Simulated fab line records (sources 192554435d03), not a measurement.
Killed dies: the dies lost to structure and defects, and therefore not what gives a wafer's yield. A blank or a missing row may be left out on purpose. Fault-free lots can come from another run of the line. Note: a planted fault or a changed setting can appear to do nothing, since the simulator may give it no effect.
The tool behind it: which one? | flow n5Finfet | 10 lots, 30 wafers sampled, at 5 steps of a route of 1938

WHAT EACH GAUGE READ, for each wafer
N5_ZERO_LAYER_INSPECT_20: inspects for defects (darkfield).
lot  | measured    | on               | rawDefectCount
L905 | day 1 19:23 | defectInspect-01 | 23 25 33
L906 | day 2 01:23 | defectInspect-01 | 12 35 6
L910 | day 3 01:23 | defectInspect-02 | 39 34 36
L917 | day 4 19:24 | defectInspect-01 | 51 30 14
L918 | day 5 01:20 | defectInspect-02 | 49 51 78
L919 | day 5 07:43 | defectInspect-02 | 33 21 42
L922 | day 6 01:20 | defectInspect-02 | 39 26 49
L924 | day 6 13:38 | defectInspect-01 | 25 49 17
L925 | day 6 19:26 | defectInspect-01 | 48 37 60
L927 | day 7 07:26 | defectInspect-01 | 39 39 71

N5_BEOL_M4_RC_MEAS_101.
lot  | measured     | on        | DIBL_N (mV/V)  | DIBL_P (mV/V)  | IOFF_N (nA/um) | IOFF_P (nA/um) | ION_N (uA/um) | ION_P (uA/um) | RS_PWELL (ohm/sq) | SS_N (mV/dec)  | SS_P (mV/dec)  | VT_N (mV)   | VT_P (mV)
L905 | day 8 08:55  | prober-02 | 34.6 34.0 37.1 | 34.5 33.7 37.9 | 0.14 0.13 0.18 | 0.19 0.17 0.23 | 669 667 689   | 462 460 467   | 3015 2996 3015    | 71.7 71.6 71.5 | 72.8 72.1 73.1 | 252 253 246 | -248 -253 -247
L906 | day 8 13:37  | prober-01 | 36.0 35.2 37.9 | 37.7 36.5 39.5 | 0.17 0.16 0.22 | 0.24 0.22 0.28 | 685 686 693   | 469 471 476   | 3039 3041 3019    | 71.2 71.3 72.1 | 73.6 73.5 74.4 | 248 249 247 | -250 -250 -246
L910 | day 9 22:27  | prober-01 | 36.3 34.1 36.1 | 35.4 33.1 35.0 | 0.15 0.13 0.15 | 0.22 0.19 0.22 | 689 670 683   | 472 466 474   | 3007 3023 3043    | 71.8 71.3 71.7 | 73.4 72.8 73.1 | 252 252 252 | -248 -246 -246
L917 | day 11 12:10 | prober-02 | 38.0 34.5 38.1 | 36.6 33.9 37.7 | 0.20 0.13 0.21 | 0.25 0.21 0.28 | 696 676 695   | 473 473 474   | 22293 22385 22469 | 72.5 70.5 72.4 | 73.9 72.5 74.1 | 243 250 244 | -244 -250 -244
L918 | day 11 16:40 | prober-01 | 34.4 36.8 37.4 | 34.9 37.8 38.2 | 0.12 0.16 0.16 | 0.16 0.20 0.20 | 665 669 683   | 453 456 465   | 22365 22307 22397 | 70.0 71.2 71.3 | 72.7 73.4 73.6 | 255 254 253 | -258 -252 -254
L919 | day 11 20:44 | prober-02 | 34.4 32.1 35.1 | 33.7 33.2 36.9 | 0.13 0.12 0.15 | 0.17 0.17 0.20 | 657 670 663   | 460 466 458   | 22558 22517 22252 | 71.7 70.7 71.1 | 72.2 72.4 73.0 | 254 252 249 | -251 -253 -249
L922 | day 12 14:55 | prober-02 | 34.0 37.2 35.8 | 33.9 36.5 35.5 | 0.12 0.16 0.14 | 0.15 0.19 0.18 | 664 674 676   | 457 458 464   | 3015 3025 3007    | 71.4 71.8 70.8 | 72.0 72.7 72.2 | 256 250 252 | -253 -252 -255
L924 | day 13 14:23 | prober-01 | 36.7 35.4 35.4 | 38.0 35.9 36.5 | 0.19 0.17 0.18 | 0.23 0.19 0.19 | 681 684 690   | 460 460 466   | 3027 3034 3020    | 71.7 71.5 71.6 | 73.4 73.1 73.5 | 245 246 248 | -249 -253 -254
L925 | day 13 05:23 | prober-02 | 39.5 37.7 41.5 | 40.4 37.7 42.8 | 0.24 0.19 0.31 | 0.28 0.23 0.32 | 686 702 717   | 463 471 480   | 3027 3017 3035    | 73.2 71.0 72.9 | 74.5 73.2 75.0 | 243 243 239 | -247 -249 -245
L927 | day 13 21:46 | prober-01 | 36.0 34.6 38.6 | 36.2 33.8 39.1 | 0.16 0.12 0.21 | 0.23 0.19 0.28 | 678 665 692   | 470 464 469   | 2971 3029 3029    | 71.7 71.1 72.3 | 72.8 72.1 74.4 | 248 252 247 | -249 -251 -247

WHAT TOOL EACH LOT RAN ON (gives the tool, then ch and the chambers of the sampled wafers, and finally the start)
lot  | N5_ZERO_LAYER_STRIP_24             | N5_WELL_APT_IMPLANT_31         | N5_PMOS_HMC_CHANNEL_EPI_HM_DEP_34
L905 | plasmaAsher-01 ch 0, day 1 19:01   | implanter-01 ch 0, day 1 21:12 | pecvd-01 ch 0,1, day 1 22:49
L906 | plasmaAsher-01 ch 0,1, day 2 01:01 | implanter-02 ch 0, day 2 03:01 | pecvd-01 ch 1,2, day 2 05:20
L910 | plasmaAsher-01 ch 0,1, day 3 01:01 | implanter-02 ch 0, day 3 03:05 | pecvd-01 ch 0,2, day 3 04:58
L917 | plasmaAsher-02 ch 0,1, day 4 19:02 | implanter-01, day 4 22:01      | pecvd-04 ch 0,2, day 4 23:34
L918 | plasmaAsher-01 ch 0,1, day 5 00:59 | implanter-02, day 5 03:01      | pecvd-01 ch 0,1,2, day 5 04:32
L919 | plasmaAsher-01 ch 0,1, day 5 07:22 | implanter-01, day 5 09:36      | pecvd-03 ch 0,1,2, day 5 11:23
L922 | plasmaAsher-02 ch 0,1, day 6 00:59 | implanter-01 ch 0, day 6 02:57 | pecvd-04 ch 1,2, day 6 04:31
L924 | plasmaAsher-01 ch 0,1, day 6 13:17 | implanter-02 ch 0, day 6 15:42 | pecvd-04 ch 0,1,2, day 6 17:17
L925 | plasmaAsher-02 ch 0,1, day 6 19:05 | implanter-02 ch 0, day 6 21:20 | pecvd-04 ch 0,1, day 6 23:05
L927 | plasmaAsher-02 ch 0,1, day 7 07:05 | implanter-02 ch 0, day 7 09:07 | pecvd-01 ch 0,2, day 7 10:39
- N5_ZERO_LAYER_STRIP_24: strips in O2.
- N5_WELL_APT_IMPLANT_31
- N5_PMOS_HMC_CHANNEL_EPI_HM_DEP_34: deposits SiO2 from TEOS/O2, target thk 36 nm, time 6.9 s.

AS READ BY THE TOOLS THEMSELVES (means over the sampled wafers that have a number; for cases with no such wafer, the mark the record gives instead)
N5_ZERO_LAYER_STRIP_24.
lot  | tool           | drypumpMotorCurrentA (A) | heaterPowerW (W) | oesProductAu (a.u.) | stripTimeToEndpointS (s)
L905 | plasmaAsher-01 | 6.3                      | 424              | 0.644               | 43.93
L906 | plasmaAsher-01 | 6.1                      | 360              | 0.647               | 44.01
L910 | plasmaAsher-01 | 6.2                      | 394              | 0.645               | 43.75
L917 | plasmaAsher-02 | 5.1                      | 331              | 0.647               | 43.98
L918 | plasmaAsher-01 | 6.1                      | 357              | 0.644               | 43.88
L919 | plasmaAsher-01 | 6.2                      | 385              | 0.646               | 43.84
L922 | plasmaAsher-02 | 5.1                      | 331              | 0.648               | 43.73
L924 | plasmaAsher-01 | 6.1                      | 358              | 0.648               | 43.84
L925 | plasmaAsher-02 | 5.3                      | 334              | 0.648               | 44.00
L927 | plasmaAsher-02 | 5.1                      | 333              | 0.649               | 43.85

N5_WELL_APT_IMPLANT_31.
lot  | tool         | beamEnergyKeV | beamOnS (s) | doseIonsCm2 | tiltDeg (degrees)
L905 | implanter-01 | 60.014        | 9.93        | 1.5011e+13  | -0.010
L906 | implanter-02 | 59.987        | 10.12       | 1.4993e+13  | -0.010
L910 | implanter-02 | 59.977        | 9.99        | 1.4994e+13  | -0.034
L917 | implanter-01 | -             | -           | -           | -
L918 | implanter-02 | -             | -           | -           | -
L919 | implanter-01 | -             | -           | -           | -
L922 | implanter-01 | 59.961        | 9.93        | 1.4983e+13  | 0.010
L924 | implanter-02 | 60.022        | 9.95        | 1.4972e+13  | 0.005
L925 | implanter-02 | 59.983        | 10.04       | 1.4998e+13  | 0.004
L927 | implanter-02 | 60.009        | 9.97        | 1.4997e+13  | 0.022

N5_PMOS_HMC_CHANNEL_EPI_HM_DEP_34.
lot  | tool     | heaterPowerW (W) | showerheadPlenumPTorr (Torr) | throttleValvePct (%)
L905 | pecvd-01 | 638              | 8.36                         | 18.6
L906 | pecvd-01 | 590              | 8.36                         | 18.1
L910 | pecvd-01 | 440              | 8.34                         | 18.6
L917 | pecvd-04 | 716              | 8.35                         | 18.3
L918 | pecvd-01 | 521              | 8.34                         | 18.3
L919 | pecvd-03 | 524              | 8.34                         | 18.3
L922 | pecvd-04 | 527              | 8.33                         | 18.0
L924 | pecvd-04 | 652              | 8.35                         | 18.1
L925 | pecvd-04 | 591              | 8.36                         | 17.8
L927 | pecvd-01 | 507              | 8.33                         | 18.8

THE ANSWER, worked out from the rows above alone
Rule: usual is defined by the lots themselves. The widest of any qualifying gaps counts: lots, ordered by their means at a reading, are off when they make up no more than a third of the lots, leave a main group of 4 or more, and stand apart from it by 3 or more times the standard deviation of that group's means. Not used: any main group whose means are identical at the precision the tables above print for the reading. Also off: a lot with no number at a reading for which 4 or more lots have one. Any other lot the step has rows for is counted as sound. First the gauges in route order, then the tools' own readings, where a lot's mean is used as printed above. The first step at which some lot is off is used, and at that step the reading that is off furthest; a lot without a number counts as furthest.
Off: L917, L918, L919, at N5_BEOL_M4_RC_MEAS_101 (RS_PWELL). For the main group the mean is 3021 ohm/sq and the standard deviation 8.7.
If a tool, at a process step before that reading, ran all the lots that are off and no sound lot after the first of them, it fits. The gauges at N5_BEOL_M4_RC_MEAS_101 aren't tried: what is off there is off at N5_WELL_APT_IMPLANT_31 too, on other tools, and a gauge's error can't cause that. Not one of the candidates tried fits.

WHAT HAD BEEN PUT IN BY THE SIMULATOR
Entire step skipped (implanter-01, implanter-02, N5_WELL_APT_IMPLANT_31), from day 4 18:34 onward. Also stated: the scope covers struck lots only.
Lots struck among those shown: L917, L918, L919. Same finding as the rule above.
